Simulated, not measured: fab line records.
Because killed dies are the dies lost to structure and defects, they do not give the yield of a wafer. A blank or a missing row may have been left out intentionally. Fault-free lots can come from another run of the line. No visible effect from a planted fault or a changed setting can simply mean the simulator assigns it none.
Chamber matching | flow n5 finfet | ald metal-02 running N5_HKMG_FIN_PWFM_ALD_03: 4 sister chambers
The step deposits TiN, target thk 2 nm, pulse time 1 s, purge time 3 s. 8 wafers are shown with their chamber, then 12 later ones without.

== WAFERS, EACH WITH ITS CHAMBER ==
wafer  | chamber | heater power w (W) | precursor pulse height rel
L079.6 | 3       | 886                | 1.051
L080.5 | 0       | 816                | 0.958
L080.6 | 1       | 971                | 0.995
L085.2 | 0       | 816                | 1.005
L085.6 | 2       | 865                | 1.030
L092.1 | 3       | 891                | 0.988
L092.2 | 1       | 961                | 1.006
L092.3 | 2       | 877                | 1.006

== WAFERS WHOSE CHAMBER IS MISSING ==
wafer  | heater power w (W) | precursor pulse height rel
L094.1 | 869                | 1.006
L094.2 | 802                | 0.993
L094.3 | 925                | 0.989
L094.4 | 810                | 0.983
L094.5 | 976                | 1.020
L094.6 | 851                | 1.009
L097.2 | 831                | 0.992
L097.4 | 856                | 0.985
L097.5 | 809                | 0.999
L096.1 | 847                | 1.017
L096.2 | 839                | 1.020
L096.4 | 848                | 1.025

== CHAMBER TAKEN BY EACH ==
wafer  | from the rows above     | in truth
L094.1 | 2                       | 2
L094.2 | 0                       | 0
L094.3 | can't be placed: 3 or 1 | 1
L094.4 | 0                       | 0
L094.5 | 1                       | 1
L094.6 | 2                       | 2
L097.2 | 0                       | 0
L097.4 | 2                       | 2
L097.5 | 0                       | 0
L096.1 | can't be placed: 2 or 0 | 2
L096.2 | can't be placed: 0 or 2 | 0
L096.4 | can't be placed: 2 or 0 | 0
Correct placement for 8 of the 12. These rows do not allow placing 4 (true chamber among the candidates in 4). Placed wrongly: 0.
How it was worked out, from the rows above alone: a wafer's distance from a chamber is the root of the sum, over the readings, of the square of ((its reading less the chamber's mean) divided by the reading's scatter). If the next closest chamber is less than 2 further off than the closest, the wafer can't be placed; otherwise it belongs to the closest. Each chamber's mean is taken over the wafers shown for it. The scatter is the square root of a quotient: the sum, over the shown wafers, of each reading's squared deviation from its chamber's mean, divided by wafers minus chambers.
